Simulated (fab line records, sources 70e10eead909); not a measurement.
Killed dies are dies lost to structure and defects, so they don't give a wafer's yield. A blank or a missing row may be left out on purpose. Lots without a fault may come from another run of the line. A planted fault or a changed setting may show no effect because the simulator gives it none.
Chamber matching | flow nand_harc | NHARC_A_CHANNEL_FILL_D1_ALD_25 on ald_hk-02: 4 sister chambers
The step deposits SiOx, target thk 60 nm, pulse time 10 s, ald cycles 600. 4 wafers are shown with their chamber, then 8 later ones without.

WAFERS WITH THEIR CHAMBER
wafer  | chamber | heater_power_w (W)
L076.4 | 1       | 514
L085.5 | 3       | 494
L085.6 | 0       | 555
L091.1 | 2       | 647

WAFERS WITHOUT THEIR CHAMBER
wafer  | heater_power_w (W)
L091.3 | 528
L091.5 | 519
L095.1 | 520
L095.4 | 636
L095.2 | 557
L097.1 | 647
L097.4 | 521
L097.5 | 500

WHICH CHAMBER EACH WENT THROUGH
wafer  | from the rows above     | in truth
L091.3 | can't be placed: 1 or 0 | 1
L091.5 | 1                       | 1
L095.1 | 1                       | 1
L095.4 | 2                       | 2
L095.2 | 0                       | 0
L097.1 | 2                       | 2
L097.4 | 1                       | 1
L097.5 | can't be placed: 3 or 1 | 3
Placed correctly: 6 of 8. Can't be placed from these rows: 2 (the true chamber is among the candidates in 2). Placed wrongly: 0.
How it was worked out, from the rows above alone: a wafer's distance from a chamber is the root of the sum, over the readings, of the square of ((its reading less the chamber's mean) divided by the reading's scatter). The wafer belongs to the nearest chamber; if the next one is less than 2 further off, it can't be placed. A chamber's mean is the mean of its shown wafers. The scatter: with one shown wafer a chamber, the root of the mean of the squares of how far each hidden wafer lies from its nearest shown one.
